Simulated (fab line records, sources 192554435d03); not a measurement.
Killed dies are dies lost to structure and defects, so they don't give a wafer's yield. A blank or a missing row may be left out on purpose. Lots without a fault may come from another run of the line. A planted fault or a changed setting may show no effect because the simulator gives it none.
fab line records | flow n5_finfet
record lots=7 wafers=21 last_day=19
route steps=1938 shown PMOS_HMC_CHANNEL_EPI@84 FIN_SAQP@90 STI_FIN_REVEAL@196 BEOL_M4@1111
lots that met no fault: from a run of the same line without faults
start_h: hours from the record's first day to the start of the lot's first wafer shown | wait_h: hours since the lot's step before | " the same as in the row above | L1.1+2: a row that stands for several wafers | - no value, or no start given | * or withheld: withheld | < > ~ a bound
route shown NAME@n: a module of which the file shows steps, and the number in the route of the first | usual: mean/standard deviation of fault-free wafers | same: alike in all rows | chamber/n: place in a boat | sites: the reading at each site | _std_site: their standard deviation | _edge_site: outer sites' mean less inner sites' | radius_mm: how far each site lies from the wafer's centre | mask NAME#n: copy n | behind: the tool/chamber that last shaped the wafer | hold: why the lot was held/for how many hours/how that ended | device: the transistor (n, p or np) that didn't switch | end of line: the same wafers' tests at the end of the route | a step without rows: its recipe alone | killed: dies lost to structure and defects at the first sort, not the wafer's yield | map: a wafer's dies, x killed, . not, _ none there
set.NAME: the setting as run; set.NAME@STEP: as run at that earlier step | model.NAME: the simulator's own value behind a step, which no gauge read
lots at some steps of the route; a table a step, a row a wafer
services: from which hour (start_h, from the record's first day; less than 0 if before it) a tool's chamber was out of use, for how many hours, and why
## steps
# step N5_PMOS_HMC_CHANNEL_EPI_PRECLEAN_37
# recipe chemistry=O3/DIW time_s=45 temp_c=22 o3_ppm=10
# step N5_PMOS_HMC_CHANNEL_EPI_PRECLEAN_24
# recipe chemistry=DHF time_s=30 temp_c=25 dilution=withheld
# step N5_PMOS_HMC_CHANNEL_EPI_SRD_25
# recipe dry=ipa_marangoni do_ppb=5 time_s=30 temp_c=23 rinse_liquid=diw
# step N5_PMOS_HMC_CHANNEL_EPI_EPI_26
# recipe material=Si target_thk_a=38 temp_c=650 precursor=SiH4/H2 pressure_torr=20 time_s=22.7
# usual throttle_valve_pct=11.2/0.39
# columns lot.wafer tool chamber start_h wait_h throttle_valve_pct
L369.1 epi_rpcvd-03 0 20.28 0.0 11.7
L369.2 " 0 " " 11.6
L369.4 " 0 " " 11.5
L371.3 epi_rpcvd-03 0 32.26 0.1 11.9
L371.4 " 0 " " 11.5
L371.5 " 0 " " 11.7
L380.2 epi_rpcvd-03 0 88.12 0.1 11.6
L380.4 " 0 " " 11.5
L380.5 " 0 " " 11.8
L382.1 epi_rpcvd-03 0 97.81 0.0 11.6
L382.3 " 0 " " 11.7
L382.4 " 0 " " 11.3
L383.1 epi_rpcvd-02 0 104.13 0.0 10.6
L383.2 " 0 " " 11.0
L383.4 " 0 " " 10.6
L385.2 epi_rpcvd-03 0 115.93 0.1 11.6
L385.4 " 0 " " 11.5
L385.6 " 0 " " 12.1
L392.2 epi_rpcvd-02 0 157.82 0.1 10.5
L392.4 " 0 " " 10.9
L392.5 " 0 " " 10.7
# step N5_PMOS_HMC_CHANNEL_EPI_INSPECT_30
# recipe inspect_instrument=darkfield mode=post_epi
# usual raw_defect_count=20/6.9
# columns lot.wafer tool chamber start_h wait_h raw_defect_count
L369.1 defect_inspect-01 - 20.65 0.0 28
L369.2 " - " " 16
L369.4 " - " " 25
L371.3 defect_inspect-02 - 32.53 0.0 24
L371.4 " - " " 15
L371.5 " - " " 20
L380.2 defect_inspect-02 - 88.64 0.0 10
L380.4 " - " " 14
L380.5 " - " " 13
L382.1 defect_inspect-01 - 98.28 0.0 21
L382.3 " - " " 25
L382.4 " - " " 18
L383.1 defect_inspect-02 - 104.50 0.0 22
L383.2 " - " " 21
L383.4 " - " " 14
L385.2 defect_inspect-01 - 116.34 0.0 26
L385.4 " - " " 25
L385.6 " - " " 24
L392.2 defect_inspect-01 - 158.14 0.0 8
L392.4 " - " " 15
L392.5 " - " " 22
# step N5_FIN_SAQP_PRECLEAN_42
# recipe chemistry=O3/DIW time_s=60 temp_c=22 o3_ppm=10
# step N5_FIN_SAQP_PRECLEAN_00
# recipe chemistry=SC1 time_s=60 temp_c=55 mix=1:2:50
# step N5_FIN_SAQP_PRECLEAN_44
# recipe chemistry=SC2 time_s=45 temp_c=35 mix=1:1:50
# step N5_FIN_SAQP_SRD_01
# recipe dry=ipa_marangoni time_s=30 temp_c=23 rinse_liquid=diw
# step N5_FIN_SAQP_ALD_61
# recipe material=SiO2 target_thk_a=40 temp_c=300 ald_precursor_family=BDEAS ald_co_reactant=O2-plasma pulse_time_s=1 purge_time_s=2 co_reactant_purge_time_s=2 ald_cycles=43 pressure_torr=2
# usual heater_power_w=486/39 precursor_pulse_height_rel=1.002/0.019
# columns lot.wafer tool chamber start_h wait_h heater_power_w precursor_pulse_height_rel
L369.1 ald_sin-04 1 20.77 0.0 432 1.004
L369.2 " 2 " " 472 1.007
L369.4 " 0 " " 535 1.027
L371.3 ald_sin-02 2 33.07 0.4 542 1.008
L371.4 " 3 " " 516 0.988
L371.5 " 2 " " 532 0.982
L380.2 ald_sin-01 0 89.66 0.9 451 1.025
L380.4 " 3 " " 487 0.968
L380.5 " 0 " " 448 0.985
L382.1 ald_sin-02 0 99.15 0.8 439 0.984
L382.3 " 2 " " 544 1.003
L382.4 " 3 " " 505 1.007
L383.1 ald_sin-04 0 106.19 1.6 500 0.986
L383.2 " 3 " " 448 0.992
L383.4 " 2 " " 468 0.992
L385.2 ald_sin-02 2 116.49 0.0 559 1.016
L385.4 " 0 " " 452 1.009
L385.6 " 0 " " 429 0.972
L392.2 ald_sin-01 2 158.26 0.0 475 1.016
L392.4 " 0 " " 466 1.028
L392.5 " 0 " " 449 0.991
# step N5_FIN_SAQP_DENSIFY_62
# recipe temp_c=700 time_s=60 ambient=N2 idle_temp_c=600 ramp_up_c_per_s=150 ramp_down_c_per_s=60 cool_to_c=600
# usual lamp_power_pct=9.84/0.053 lamp_zone_2_pct=9.846/0.011 wafer_temp_C_max=703.3/0.7
# columns lot.wafer tool chamber start_h wait_h lamp_power_pct lamp_zone_2_pct wafer_temp_C_max
L369.1 rtp_anneal-01 0 20.97 0.1 9.88 9.854 702.5
L369.2 " 0 " " 9.80 9.834 703.9
L369.4 " 0 " " 9.89 9.828 703.5
L371.3 rtp_anneal-01 0 33.33 0.2 9.93 9.847 704.0
L371.4 " 0 " " 9.86 9.835 702.6
L371.5 " 0 " " 9.84 9.832 702.7
L380.2 rtp_anneal-01 0 89.89 0.1 9.86 9.852 704.6
L380.4 " 0 " " 9.88 9.847 703.2
L380.5 " 0 " " 9.87 9.843 703.1
L382.1 rtp_anneal-01 0 99.36 0.1 9.81 9.818 702.8
L382.3 " 0 " " 9.84 9.848 702.9
L382.4 " 0 " " 9.81 9.858 703.7
L383.1 rtp_anneal-02 0 106.40 0.1 9.81 9.858 702.8
L383.2 " 0 " " 9.84 9.837 703.6
L383.4 " 0 " " 9.85 9.846 703.0
L385.2 rtp_anneal-02 0 116.78 0.2 9.89 9.849 703.4
L385.4 " 0 " " 9.82 9.855 703.7
L385.6 " 0 " " 9.79 9.839 704.1
L392.2 rtp_anneal-02 0 158.53 0.2 9.85 9.850 702.3
L392.4 " 0 " " 9.94 9.853 703.1
L392.5 " 0 " " 9.94 9.827 703.0
# step N5_FIN_SAQP_HM_DEP_03
# recipe material=SiNx target_thk_a=380 temp_c=400 precursor=SiH4/NH3/N2 pressure_torr=1.5 rf_w=300 time_s=33.6
# usual heater_power_w=764/73 showerhead_plenum_p_Torr=5.14/0.073 throttle_valve_pct=41.2/2.5
# columns lot.wafer tool chamber start_h wait_h heater_power_w showerhead_plenum_p_Torr throttle_valve_pct model.SiNx_of_FIN_SAQP_HM_DEP_03.thk_nm
L369.1 pecvd-01 0 21.19 0.2 788 5.13 41.2 37.58
L369.2 " 1 " " 775 5.24 40.6 37.61
L369.4 " 2 " " 775 5.03 45.8 38.33
L371.3 pecvd-02 0 33.48 0.1 816 5.10 41.2 37.28
L371.4 " 0 " " 809 5.11 41.6 37.92
L371.5 " 2 " " 791 5.14 37.5 38.27
L380.2 pecvd-01 0 90.08 0.2 786 5.12 41.8 35.82
L380.4 " 0 " " 801 5.12 41.5 38.19
L380.5 " 2 " " 727 5.03 45.6 38.57
L382.1 pecvd-01 2 99.57 0.2 650 5.03 45.6 34.88
L382.3 " 0 " " 695 5.14 41.5 38.1
L382.4 " 2 " " 665 5.03 45.5 37.91
L383.1 pecvd-01 1 106.62 0.2 899 5.23 40.3 35.39
L383.2 " 0 " " 720 5.13 41.5 36
L383.4 " 1 " " 884 5.21 40.4 38.48
L385.2 pecvd-04 2 116.97 0.2 762 5.02 37.7 37.45
L385.4 " 1 " " 711 5.22 41.1 37.79
L385.6 " 2 " " 772 5.04 37.3 37.96
L392.2 pecvd-02 1 158.72 0.2 697 5.13 39.2 37.24
L392.4 " 2 " " 725 5.12 37.5 38.57
L392.5 " 1 " " 698 5.11 39.4 38.69
# step N5_FIN_SAQP_THK_MEAS_05
# usual thk_nm=38.0/0.5
# columns lot.wafer tool chamber start_h wait_h thk_nm
L369.1 film_metro-02 - 21.28 0.1 37.6
L369.2 " - " " 37.6
L369.4 " - " " 38.3
L371.3 film_metro-02 - 33.57 0.1 37.2
L371.4 " - " " 37.9
L371.5 " - " " 38.3
L380.2 film_metro-01 - 90.16 0.1 35.8
L380.4 " - " " 38.2
L380.5 " - " " 38.5
L382.1 film_metro-02 - 99.68 0.1 34.9
L382.3 " - " " 38.0
L382.4 " - " " 37.9
L383.1 film_metro-02 - 106.70 0.1 35.4
L383.2 " - " " 36.0
L383.4 " - " " 38.5
L385.2 film_metro-02 - 117.05 0.1 37.5
L385.4 " - " " 37.8
L385.6 " - " " 38.0
L392.2 film_metro-02 - 158.81 0.1 37.3
L392.4 " - " " 38.5
L392.5 " - " " 38.7
# step N5_FIN_SAQP_PECVD_47
# recipe material=a-Si target_thk_a=450 temp_c=400 precursor=SiH4/He pressure_torr=3 rf_w=100 time_s=36.3
# step N5_FIN_SAQP_PECVD_48
# recipe material=SiNx target_thk_a=250 temp_c=400 precursor=SiH4/NH3/N2 pressure_torr=1.5 rf_w=300 time_s=22.1
# usual heater_power_w=754/68 showerhead_plenum_p_Torr=5.14/0.071 throttle_valve_pct=40.7/2.3
# columns lot.wafer tool chamber start_h wait_h heater_power_w showerhead_plenum_p_Torr throttle_valve_pct
L369.1 pecvd-02 1 21.44 0.1 693 5.13 39.4
L369.2 " 1 " " 702 5.13 39.4
L369.4 " 1 " " 718 5.12 39.4
L371.3 pecvd-04 1 33.65 0.0 767 5.23 41.2
L371.4 " 2 " " 730 5.05 37.0
L371.5 " 1 " " 774 5.23 41.4
L380.2 pecvd-02 0 90.24 0.0 753 5.09 41.7
L380.4 " 1 " " 693 5.14 39.2
L380.5 " 0 " " 740 5.11 41.7
L382.1 pecvd-02 0 99.76 0.0 714 5.09 41.5
L382.3 " 1 " " 720 5.13 39.2
L382.4 " 0 " " 706 5.11 41.3
L383.1 pecvd-01 1 106.78 0.0 902 5.22 40.8
L383.2 " 0 " " 749 5.14 41.6
L383.4 " 0 " " 760 5.13 41.8
L385.2 pecvd-01 1 117.13 0.0 888 5.25 40.7
L385.4 " 2 " " 741 5.02 45.3
L385.6 " 1 " " 907 5.23 40.3
L392.2 pecvd-04 0 158.88 0.0 614 5.22 43.2
L392.4 " 0 " " 636 5.22 43.3
L392.5 " 2 " " 831 5.04 37.7
# step N5_FIN_SAQP_PECVD_06
# recipe material=a-Si target_thk_a=600 temp_c=400 precursor=SiH4/He pressure_torr=3 rf_w=100 time_s=48.1
# step N5_FIN_SAQP_THK_MEAS_07
# usual thk_nm=60.0/0.74
# columns lot.wafer tool chamber start_h wait_h thk_nm
L369.1 film_metro-01 - 21.76 0.2 59.9
L369.2 " - " " 60.7
L369.4 " - " " 61.1
L371.3 film_metro-01 - 33.78 0.1 60.2
L371.4 " - " " 60.1
L371.5 " - " " 60.4
L380.2 film_metro-01 - 90.37 0.1 59.7
L380.4 " - " " 60.3
L380.5 " - " " 60.0
L382.1 film_metro-02 - 99.89 0.1 59.6
L382.3 " - " " 59.5
L382.4 " - " " 60.3
L383.1 film_metro-02 - 106.91 0.1 58.8
L383.2 " - " " 59.1
L383.4 " - " " 60.7
L385.2 film_metro-02 - 117.26 0.1 59.3
L385.4 " - " " 60.2
L385.6 " - " " 60.8
L392.2 film_metro-01 - 159.01 0.1 58.6
L392.4 " - " " 59.9
L392.5 " - " " 59.9
# step N5_FIN_SAQP_HM_DEP_72
# recipe material=SiO2 target_thk_a=120 temp_c=400 precursor=SiH4/N2O pressure_torr=0.75 rf_w=275 time_s=7.2
# step N5_FIN_SAQP_COAT_49
# recipe resist=SOC temp_c=250 time_s=60 spin_rpm=1500 resist_thk_nm=100
# step N5_FIN_SAQP_COAT_50
# recipe resist=SiARC temp_c=220 time_s=60 spin_rpm=1500 resist_thk_nm=35
# step N5_FIN_SAQP_COAT_10
# recipe resist=CAR-ArF spin_rpm=1500 resist_thk_nm=90
# step N5_FIN_SAQP_EBR_12
# recipe solvent=PGMEA ebr_width_mm=1.5
# step N5_FIN_SAQP_SOFTBAKE_11
# recipe temp_c=110 time_s=60 resist=CAR-ArF
# step N5_FIN_SAQP_EXPOSE_13
# recipe mask_id=FIN_CORE na=1.35 source_shape=dipole sigma_inner=0.538 sigma_outer=0.738 polarization=te target_cd_nm=35.6 dose_mj=63.25
# step N5_FIN_SAQP_PEB_14
# recipe peb_temp_c=withheld peb_time_s=60 resist=CAR-ArF
# step N5_FIN_SAQP_DEVELOP_15
# recipe develop_time_s=30 developer=TMAH resist=CAR-ArF dev_temp_c=23 rinse_liquid=diw dry=air_spin
# step N5_FIN_SAQP_CD_MEAS_16
# recipe target_cd_nm=35.6 landing_energy_ev=500 detector=se_inlens
# usual cd_nm=35.6/0.34
# columns lot.wafer tool chamber start_h wait_h cd_nm
L369.1 cd_sem-01 0 22.12 - 35.7
L369.2 " 0 " " 35.9
L369.4 " 0 " " 35.4
L371.3 cd_sem-01 0 34.29 - 36.3
L371.4 " 0 " " 36.3
L371.5 " 0 " " 36.1
L380.2 cd_sem-02 0 90.86 - 35.4
L380.4 " 0 " " 35.1
L380.5 " 0 " " 35.2
L382.1 cd_sem-01 0 100.37 - 35.6
L382.3 " 0 " " 35.1
L382.4 " 0 " " 35.9
L383.1 cd_sem-03 0 107.40 - 35.7
L383.2 " 0 " " 35.1
L383.4 " 0 " " 35.8
L385.2 cd_sem-01 0 118.96 - 35.3
L385.4 " 0 " " 35.4
L385.6 " 0 " " 35.4
L392.2 cd_sem-01 0 159.37 - 35.8
L392.4 " 0 " " 35.4
L392.5 " 0 " " 35.8
# step N5_FIN_SAQP_OVL_MEAS_17
# recipe points_per_wafer=44
# usual FIN_CORE_OVL=0.5/0.8
# same points_per_wafer=44
# columns lot.wafer tool chamber start_h wait_h FIN_CORE_OVL[nm]
L369.1 overlay-01 0 22.17 0.0 1.0
L369.2 " 0 " " 2.5
L369.4 " 0 " " 0.1
L371.3 overlay-01 0 34.33 0.0 1.3
L371.4 " 0 " " 1.0
L371.5 " 0 " " 2.3
L380.2 overlay-01 0 90.90 0.0 -0.2
L380.4 " 0 " " -0.7
L380.5 " 0 " " -0.3
L382.1 overlay-01 0 100.41 0.0 0.4
L382.3 " 0 " " 2.6
L382.4 " 0 " " 0.4
L383.1 overlay-01 0 107.44 0.0 1.4
L383.2 " 0 " " 0.8
L383.4 " 0 " " 0.4
L385.2 overlay-01 0 119.00 0.0 0.4
L385.4 " 0 " " -0.5
L385.6 " 0 " " 0.5
L392.2 overlay-02 0 159.41 0.0 0.6
L392.4 " 0 " " 0.3
L392.5 " 0 " " 0.5
# step N5_FIN_SAQP_INSPECT_18
# recipe mode=adi inspect_instrument=brightfield
# usual raw_defect_count=454/110
# columns lot.wafer tool chamber start_h wait_h raw_defect_count
L369.1 defect_inspect-01 - 22.19 0.0 366
L369.2 " - " " 355
L369.4 " - " " 471
L371.3 defect_inspect-02 - 34.35 0.0 419
L371.4 " - " " 368
L371.5 " - " " 387
L380.2 defect_inspect-02 - 90.92 0.0 436
L380.4 " - " " 553
L380.5 " - " " 535
L382.1 defect_inspect-02 - 100.44 0.0 516
L382.3 " - " " 528
L382.4 " - " " 547
L383.1 defect_inspect-01 - 107.46 0.0 435
L383.2 " - " " 427
L383.4 " - " " 572
L385.2 defect_inspect-01 - 119.02 0.0 394
L385.4 " - " " 403
L385.6 " - " " 518
L392.2 defect_inspect-01 - 159.44 0.0 328
L392.4 " - " " 361
L392.5 " - " " 576
# step N5_FIN_SAQP_DESCUM_21
# recipe chemistry=O2 time_s=7.9 source_power_w=50 bias_power_w=20 pressure_mtorr=20 rf_frequency_hz=2.712e+07 temp_c=40 resist=CAR-ArF o2_flow_sccm=225
# step N5_FIN_SAQP_ETCH_51
# recipe chemistry=CF4 target=SiARC target_depth_a=455 mask_material=CAR-ArF time_s=75.8 ion_energy_ev=80 pressure_mtorr=40 source_w=545 bias_w=36 Ar_flow_sccm=100 cf4_flow_sccm=100 ends=cleared
# step N5_FIN_SAQP_ETCH_52
# recipe chemistry=N2/H2 target=SOC target_depth_a=1000 overetch_a=200 mask_material=SiARC temp_c=40 time_s=150 ion_energy_ev=200 pressure_mtorr=30 source_w=840 bias_w=150 n2_flow_sccm=200 h2_flow_sccm=200 ends=end_point
# step N5_FIN_SAQP_STRIP_53
# recipe chemistry=N2/H2 temp_c=40 n2_flow_sccm=200 h2_flow_sccm=200 rf_frequency_hz=6e+07
# step N5_FIN_SAQP_HM_OPEN_73
# recipe chemistry=CHF3/O2 target=SiO2 stop_on=a-Si target_depth_a=120 over_etch_frac=1.8 mask_material=SOC time_s=16.8 pressure_mtorr=30 source_w=650 bias_w=170 Ar_flow_sccm=200 CHF3_flow_sccm=50 O2_flow_sccm=5 ion_energy_ev=200 ends=end_point
# step N5_FIN_SAQP_STRIP_74
# recipe chemistry=CHF3/O2 resist=SiARC rf_frequency_hz=6e+07
# step N5_FIN_SAQP_MANDREL_ETCH_22
# recipe target_depth_a=600 chemistry=HBr/Cl2 target=a-Si stop_on=SiNx bt_time_s=10 over_etch_frac=0.5 time_s=30 pressure_mtorr=10 icp_w=800 bias_w=75 HBr_flow_sccm=150 Cl2_flow_sccm=80 ends=end_point
# usual drypump_motor_current_A=5.6/0.42 mfc_cl2_sccm=79.99/0.26 oes_product_au=0.768/0.016 throttle_valve_pct=35.29/0.28
# columns lot.wafer tool chamber start_h wait_h drypump_motor_current_A mfc_cl2_sccm oes_product_au rf_hours_counter_h throttle_valve_pct
L369.1 rie_si-02 2 22.93 0.0 5.5 80.08 0.746 61 35.59
L369.2 " 3 " " 5.3 80.61 0.761 141 35.25
L369.4 " 3 " " 5.4 80.19 0.755 - 35.25
L371.3 rie_si-01 2 34.67 0.0 5.6 80.18 0.779 94 35.81
L371.4 " 1 " " 5.0 79.33 0.760 1 35.21
L371.5 " 1 " " 4.9 79.53 0.766 - 35.18
L380.2 rie_si-01 3 91.24 0.0 6.4 79.87 0.777 119 34.95
L380.4 " 1 " " 4.9 79.52 0.768 2 35.19
L380.5 " 1 " " 4.9 79.88 0.766 - 35.21
L382.1 rie_si-04 2 100.76 0.0 5.4 80.13 0.784 107 35.41
L382.3 " 1 " " 5.2 79.68 0.763 130 34.99
L382.4 " 3 " " 5.0 80.22 0.776 114 35.36
L383.1 rie_si-02 3 107.78 0.0 5.4 80.07 0.754 142 35.29
L383.2 " 2 " " 5.5 79.96 0.740 63 35.58
L383.4 " 0 " " 6.2 80.03 0.753 5 34.81
L385.2 rie_si-02 1 119.34 0.0 5.7 80.54 0.785 2 35.09
L385.4 " 0 " " 6.2 80.29 0.749 5 34.82
L385.6 " 3 " " 5.4 79.63 0.766 - 35.25
L392.2 rie_si-04 2 160.13 0.0 5.4 80.09 0.781 108 35.43
L392.4 " 2 " " 5.4 80.41 0.789 - 35.40
L392.5 " 1 " " 5.2 79.90 0.770 - 34.97
# step N5_FIN_SAQP_STRIP_55
# recipe chemistry=N2/H2 power_w=500 temp_c=40 pressure_mtorr=50 rf_frequency_hz=6e+07 overash_fraction=0.3 bias_power_w=28 h2_frac=0.5 n2_flow_sccm=300 h2_flow_sccm=300
# step N5_FIN_SAQP_STRIP_23
# recipe chemistry=SPM time_s=750 temp_c=130 h2so4_h2o2_vol_ratio=4
# step N5_FIN_SAQP_SRD_66
# recipe dry=ipa_marangoni time_s=30 temp_c=23 rinse_liquid=diw
# step N5_FIN_SAQP_RECESS_75
# recipe chemistry=HF/NH3 target=SiO2 target_depth_a=144 afs_cycles=3 temp_c=30 sublimation_temp_c=180 sublimation_time_s=60
# step N5_FIN_SAQP_SPACER1_ALD_24
# recipe material=SiO2 target_thk_a=203 temp_c=300 ald_precursor_family=BDEAS ald_co_reactant=O2-plasma pulse_time_s=1 purge_time_s=2 co_reactant_purge_time_s=2 ald_cycles=218 pressure_torr=2
# step N5_FIN_SAQP_HM_OPEN_33
# recipe chemistry=CH3F/O2 target=SiNx mask_material=SiO2 target_depth_a=494 time_s=70.6 pressure_mtorr=30 source_w=395 bias_w=73 Ar_flow_sccm=150 CH3F_flow_sccm=30 O2_flow_sccm=20 ion_energy_ev=120 ends=cleared
# usual drypump_motor_current_A=5.7/0.39 etch_rf_on_time_s=69.7/1.3 oes_product_au=0.66/0.075 rf_vpp_V=297/5.1 showerhead_plenum_p_Torr=2.01/0.034 throttle_valve_pct=16.36/0.17
# columns lot.wafer tool chamber start_h wait_h drypump_motor_current_A etch_rf_on_time_s oes_product_au rf_hours_counter_h rf_vpp_V showerhead_plenum_p_Torr throttle_valve_pct model.etch.depth_nm
L369.1 rie_diel-06 1 26.29 0.1 5.7 68.6 0.57 247 295 2.05 16.49 36.95
L369.2 " 0 " " 5.9 71.7 0.58 241 301 2.04 16.55 36.95
L369.4 " 3 " " 5.8 70.3 0.66 124 290 2.00 16.30 37.7
L371.3 rie_diel-06 2 38.26 0.0 6.3 68.7 0.63 158 308 2.00 16.39 36.65
L371.4 " 2 " " 6.3 69.8 0.63 - 308 2.00 16.39 37.29
L371.5 " 3 " " 5.8 70.1 0.65 - 290 2.00 16.31 37.64
L380.2 rie_diel-05 1 94.71 0.0 5.4 65.0 0.65 143 294 1.99 16.43 35.19
L380.4 " 2 " " 5.5 71.2 0.61 189 299 1.99 16.36 37.53
L380.5 " 2 " " 5.5 72.5 0.60 - 298 1.99 16.38 37.91
L382.1 rie_diel-06 2 104.98 0.0 6.3 64.0 0.62 182 307 1.99 16.43 34.25
L382.3 " 1 " " 5.7 69.4 0.76 17 295 2.05 16.05 37.47
L382.4 " 3 " " 5.8 70.6 0.63 152 289 1.99 16.37 37.24
L383.1 rie_diel-02 3 111.23 0.0 6.4 65.7 0.58 252 294 1.87 16.58 34.76
L383.2 " 0 " " 5.2 65.8 0.61 206 293 2.06 16.61 35.37
L383.4 " 1 " " 5.0 70.7 0.60 - 296 1.99 16.45 37.85
L385.2 rie_diel-06 2 123.78 0.0 6.3 68.5 0.61 187 306 1.99 16.45 36.79
L385.4 " 1 " " 5.8 67.6 0.76 23 296 2.05 16.07 37.16
L385.6 " 3 " " 5.8 70.1 0.64 - 290 1.99 16.38 37.34
L392.2 rie_diel-05 2 163.56 0.0 5.5 69.5 0.59 214 298 1.98 16.40 36.58
L392.4 " 1 " " 5.4 70.3 0.64 167 295 1.98 16.48 37.94
L392.5 " 3 " " 5.3 68.5 0.77 - 292 2.03 16.08 38.06
# step N5_STI_FIN_REVEAL_RECESS_09
# recipe chemistry=HF/NH3 target=SiO2 afs_cycles=11 target_depth_a=425 temp_c=30 sublimation_temp_c=180 sublimation_time_s=60
# usual drypump_motor_current_A=5.6/0.51 temp_c=30.00/0.13
# columns lot.wafer tool chamber start_h wait_h drypump_motor_current_A temp_c model.SiNx_of_FIN_SAQP_HM_DEP_03.thk_nm
L369.1 vapor_etch-01 1 34.31 0.0 5.9 29.88 17.6
L369.2 " 0 " " 5.0 30.02 17.8
L369.4 " 1 " " 5.9 29.93 18.4
L371.3 vapor_etch-02 1 47.83 0.6 6.3 30.13 17.6
L371.4 " 0 " " 5.5 30.08 18.6
L371.5 " 1 " " 6.3 30.08 19.2
L380.2 vapor_etch-02 1 103.10 0.4 6.3 29.89 15.8
L380.4 " 0 " " 5.5 29.94 18.4
L380.5 " 1 " " 6.3 29.96 18.8
L382.1 vapor_etch-02 0 114.56 0.0 5.5 29.99 15.8
L382.3 " 1 " " 6.3 30.04 18.6
L382.4 " 0 " " 5.5 30.09 18.4
L383.1 vapor_etch-01 0 119.21 0.0 5.0 29.91 15.2
L383.2 " 1 " " 6.0 29.93 16.2
L383.4 " 1 " " 5.9 29.96 19
L385.2 vapor_etch-02 0 132.02 0.0 5.5 29.90 17.6
L385.4 " 1 " " 6.3 29.95 18
L385.6 " 1 " " 6.3 30.00 18.2
L392.2 vapor_etch-01 1 172.01 0.0 5.9 30.13 17.8
L392.4 " 0 " " 4.9 29.98 19
L392.5 " 1 " " 5.9 30.04 19.4
# step N5_BEOL_M4_RC_MEAS_101
# usual DIBL_N=36.0/1.6 DIBL_P=35.8/2 IOFF_N=0.152/0.03 IOFF_P=0.20/0.031 ION_N=670/12 ION_P=459/7.4 SS_N=71.5/0.56 SS_P=73.2/0.64 VT_N=251/3.5 VT_P=-252/3.3
# columns lot.wafer tool chamber start_h wait_h DIBL_N[mV/V] DIBL_P[mV/V] IOFF_N[nA/um] IOFF_P[nA/um] ION_N[uA/um] ION_P[uA/um] SS_N[mV/dec] SS_P[mV/dec] VT_N[mV] VT_P[mV]
L369.1 prober-02 0 199.73 0.0 34.3 33.1 0.119 0.18 647 450 70.8 73.2 255 -250
L369.2 " 0 " " 35.3 35.9 0.155 0.23 677 464 71.1 73.7 247 -246
L369.4 " 0 " " 37.4 37.9 0.198 0.26 691 466 71.9 74.3 244 -245
L371.3 prober-02 0 206.24 0.3 36.2 35.8 0.151 0.18 681 468 71.5 73.4 250 -251
L371.4 " 0 " " 38.0 37.8 0.177 0.21 671 458 71.3 73.9 249 -250
L371.5 " 0 " " 33.7 33.6 0.120 0.16 676 465 70.2 73.0 254 -250
L382.1 prober-02 0 262.11 0.0 35.4 36.2 0.138 0.18 670 456 71.4 72.9 252 -254
L382.3 " 0 " " 38.1 39.6 0.190 0.22 668 454 72.8 73.3 247 -250
L382.4 " 0 " " 37.1 39.3 0.179 0.23 684 470 71.6 72.8 247 -251
L380.2 prober-01 0 275.76 0.2 36.2 35.6 0.145 0.19 675 462 71.4 73.5 251 -252
L380.4 " 0 " " 36.0 35.3 0.128 0.18 656 453 71.2 73.0 257 -256
L380.5 " 0 " " 37.1 35.4 0.148 0.19 657 451 70.9 73.4 253 -254
L383.1 prober-01 0 284.98 0.0 35.8 37.3 0.177 0.23 675 463 71.1 73.2 249 -248
L383.2 " 0 " " 35.8 37.8 0.196 0.24 696 473 71.2 73.0 244 -247
L383.4 " 0 " " 32.2 33.5 0.124 0.17 666 460 70.4 72.0 250 -254
L385.2 prober-01 0 302.10 0.2 33.0 33.7 0.120 0.17 679 465 70.4 72.4 249 -252
L385.4 " 0 " " 38.4 39.0 0.209 0.24 684 459 72.5 73.8 247 -249
L385.6 " 0 " " 35.6 36.1 0.155 0.20 675 466 71.2 72.8 248 -250
L392.2 prober-02 0 347.50 0.2 35.4 35.4 0.139 0.17 673 456 71.5 73.4 251 -254
L392.4 " 0 " " 36.3 36.9 0.164 0.20 669 458 72.8 73.4 249 -254
L392.5 " 0 " " 34.5 35.0 0.131 0.18 656 457 71.9 72.6 251 -253
## services
# columns tool chamber start_h hours kind
rie_si-02 2 -3.10 8.4 repair
epi_rpcvd-03 - 4.50 4.3 pm
rie_diel-06 1 5.05 7.9 repair
pecvd-04 - 10.07 6.0 pm
pecvd-02 2 14.14 8.4 repair
pecvd-02 0 18.09 6.7 repair
rie_diel-06 3 18.20 6.7 repair
rtp_anneal-02 - 30.45 4.7 pm
pecvd-01 2 32.67 26.8 repair
epi_rpcvd-03 - 50.43 2.1 repair
vapor_etch-01 - 51.00 0.1 repair
pecvd-04 - 58.69 4.3 pm
pecvd-01 - 59.16 2.8 pm
pecvd-04 - 63.57 1.6 repair
rie_diel-06 0 67.14 4.2 repair
rie_si-02 3 67.58 13.5 repair
pecvd-02 - 70.30 0.9 repair
rie_si-02 - 88.26 0.2 repair
pecvd-01 1 96.26 6.5 repair
vapor_etch-01 - 100.16 4.0 pm
ald_sin-02 - 106.72 1.6 repair
rie_si-02 2 108.47 4.5 repair
rie_si-02 - 147.81 6.2 repair
pecvd-02 - 165.07 2.8 pm
## key
first_sign step=N5_FIN_SAQP_THK_MEAS_05 reading=thk_nm direction=down sigmas=5 usual=* struck=*
effect step=N5_FIN_SAQP_HM_OPEN_33 reading=etch_rf_on_time_s direction=down sigmas=3.5 usual=* struck=*
model_effect step=N5_FIN_SAQP_HM_DEP_03 value=SiNx_of_FIN_SAQP_HM_DEP_03.thk_nm without=37.7 struck=35.52
model_effect step=N5_FIN_SAQP_HM_OPEN_33 value=etch.depth_nm without=37.07 struck=34.89
model_effect step=N5_STI_FIN_REVEAL_RECESS_09 value=SiNx_of_FIN_SAQP_HM_DEP_03.thk_nm without=17.9 struck=15.75
met_at N5_FIN_SAQP_HM_DEP_03
struck_wafers L380.2,L382.1,L383.1,L383.2
sort_left_out L380.2,L382.1,L383.1,L383.2
onset_between 21.19 90.08
fault kind=process_parameter_drift tool=pecvd-01 chamber=- onset_h=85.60 steps=N5_FIN_SAQP_HM_DEP_03 channel=time_s offset=* shape=step end_h=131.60 scope=struck_wafers_only acts_in=* stated=*
# sort_left_out: the simulated sort isn't trusted on such a fault, so these wafers' sort isn't shown, and their yield isn't known
